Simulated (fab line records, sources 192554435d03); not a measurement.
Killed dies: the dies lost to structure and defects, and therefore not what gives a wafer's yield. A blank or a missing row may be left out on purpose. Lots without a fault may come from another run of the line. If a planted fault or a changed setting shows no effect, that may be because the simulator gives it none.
Which of the tools did it?	flow n5-finfet	24 lots with 72 wafers sampled at 2 steps, on a route of 1938 steps

WHAT THE GAUGES READ, wafer by wafer
N5_BEOL_M0_CUTY_CD_MEAS_57: the cd target is 200 nm.
lot	measured	on	cd-nm (nm)
L074	day 5 21:03	cd-sem-03	200.6 198.7 200.7
L075	day 6 04:00	cd-sem-03	200.2 198.9 198.3
L076	day 6 08:45	cd-sem-02	201.2 200.2 200.0
L077	day 6 09:41	cd-sem-02	198.6 197.9 199.1
L078	day 6 20:43	cd-sem-02	200.7 200.3 201.2
L079	day 7 01:04	cd-sem-03	201.8 200.3 200.3
L080	day 7 05:15	cd-sem-01	201.9 200.8 200.7
L081	day 7 09:55	cd-sem-02	199.5 200.6 200.8
L082	day 7 19:49	cd-sem-01	200.4 200.3 199.3
L083	day 7 23:56	cd-sem-01	200.9 201.2 199.8
L084	day 8 05:34	cd-sem-02	198.9 198.0 199.2
L085	day 8 16:48	cd-sem-01	199.5 199.0 198.9
L086	day 8 18:53	cd-sem-01	200.3 199.9 201.2
L087	day 8 23:46	cd-sem-03	200.4 199.9 200.0
L088	day 9 14:33	cd-sem-01	201.3 200.3 199.4
L089	day 9 14:43	cd-sem-02	197.5 198.5 198.4
L090	day 9 22:12	cd-sem-03	200.5 200.5 200.9
L091	day 10 03:25	cd-sem-01	200.2 200.5 201.0
L092	day 10 10:41	cd-sem-02	201.2 201.2 201.7
L093	day 10 11:49	cd-sem-03	200.8 200.6 201.4
L094	day 10 21:14	cd-sem-02	202.0 201.6 201.6
L095	day 11 00:57	cd-sem-01	200.8 201.7 200.9
L096	day 11 04:10	cd-sem-03	200.4 200.7 200.5
L097	day 11 13:59	cd-sem-01	199.3 199.5 198.6

TOOL THAT RAN EACH LOT (tool first, then ch and the chambers of the sampled wafers, then the start)
lot	N5_BEOL_M0_SAQP_MANDREL_ETCH_20
L074	rie-si-05 ch 1,3, day 5 15:23
L075	rie-si-05 ch 0,2,3, day 5 21:08
L076	rie-si-03 ch 1,3, day 6 03:37
L077	rie-si-03 ch 0,1,3, day 6 04:35
L078	rie-si-05 ch 0,2,3, day 6 15:26
L079	rie-si-04 ch 0,3, day 6 18:52
L080	rie-si-03 ch 0,1,3, day 7 00:16
L081	rie-si-04 ch 0,1, day 7 04:46
L082	rie-si-03 ch 0,2, day 7 14:46
L083	rie-si-03 ch 0,1,3, day 7 18:56
L084	rie-si-04 ch 0,1,2, day 8 00:51
L085	rie-si-05 ch 0,1,2, day 8 10:40
L086	rie-si-05 ch 0,2,3, day 8 13:26
L087	rie-si-04 ch 1,2, day 8 18:20
L088	rie-si-05 ch 0,1,2, day 9 08:13
L089	rie-si-04 ch 0,1,2, day 9 08:46
L090	rie-si-03 ch 0,3, day 9 16:50
L091	rie-si-04 ch 0,2, day 9 22:16
L092	rie-si-03 ch 0,2,3, day 10 05:02
L093	rie-si-05 ch 0,2,3, day 10 06:33
L094	rie-si-04 ch 1,2,3, day 10 16:19
L095	rie-si-03 ch 1,2,3, day 10 19:57
L096	rie-si-05 ch 0,2,3, day 10 23:10
L097	rie-si-03 ch 0,2,3, day 11 08:28
- N5_BEOL_M0_SAQP_MANDREL_ETCH_20: etches a-Si in HBr/Cl2, stops on SiNx, target depth 60 nm, bt time 10 s, time 30 s.

WHAT THE TOOLS THEMSELVES READ (means of the sampled wafers that have a number; where no wafer has one, the mark that the record gives instead)
N5_BEOL_M0_SAQP_MANDREL_ETCH_20.
lot	tool	drypump-motor-current-A (A)	oes-product-au (a.u.)	throttle-valve-pct (%)
L074	rie-si-05	5.5	0.785	35.7
L075	rie-si-05	5.6	0.785	35.4
L076	rie-si-03	6.1	0.766	35.4
L077	rie-si-03	6.0	0.765	35.5
L078	rie-si-05	5.5	0.783	35.3
L079	rie-si-04	5.5	0.772	35.5
L080	rie-si-03	5.9	0.776	35.5
L081	rie-si-04	5.1	0.772	35.2
L082	rie-si-03	6.0	0.760	35.4
L083	rie-si-03	6.0	0.764	35.5
L084	rie-si-04	5.5	0.764	35.2
L085	rie-si-05	5.4	0.782	35.7
L086	rie-si-05	5.6	0.779	35.4
L087	rie-si-04	5.8	0.787	35.1
L088	rie-si-05	5.4	0.781	35.7
L089	rie-si-04	5.5	0.775	35.2
L090	rie-si-03	5.9	0.768	35.5
L091	rie-si-04	5.6	0.767	35.2
L092	rie-si-03	5.9	0.756	35.5
L093	rie-si-05	5.5	0.787	35.4
L094	rie-si-04	5.7	0.780	35.4
L095	rie-si-03	6.2	0.782	35.4
L096	rie-si-05	5.5	0.773	35.4
L097	rie-si-03	5.9	0.764	35.4

THE ANSWER, worked out from the rows above alone
Rule: usual is defined by the lots themselves. Put in order of their means at a reading, lots are off if they are a third of the lots or fewer, leave a main group of 4 or more, and stand apart from it by a gap of 3 or more times the standard deviation of the main group's means; of several such gaps the widest counts. A main group is skipped when, at the precision printed for the reading in the tables above, its means are all equal. Also off: a lot with no number at a reading for which 4 or more lots have one. Any other lot the step has rows for is counted as sound. After the gauges, taken in route order, come the tools' own readings; for these a lot's mean is taken, as printed above. The first step at which some lot is off is used, and at that step the reading that is off furthest; a lot without a number counts as furthest.
No lot is off on any of the readings shown, so nothing can be concluded from this.

WHAT WAS PUT IN BY THE SIMULATOR
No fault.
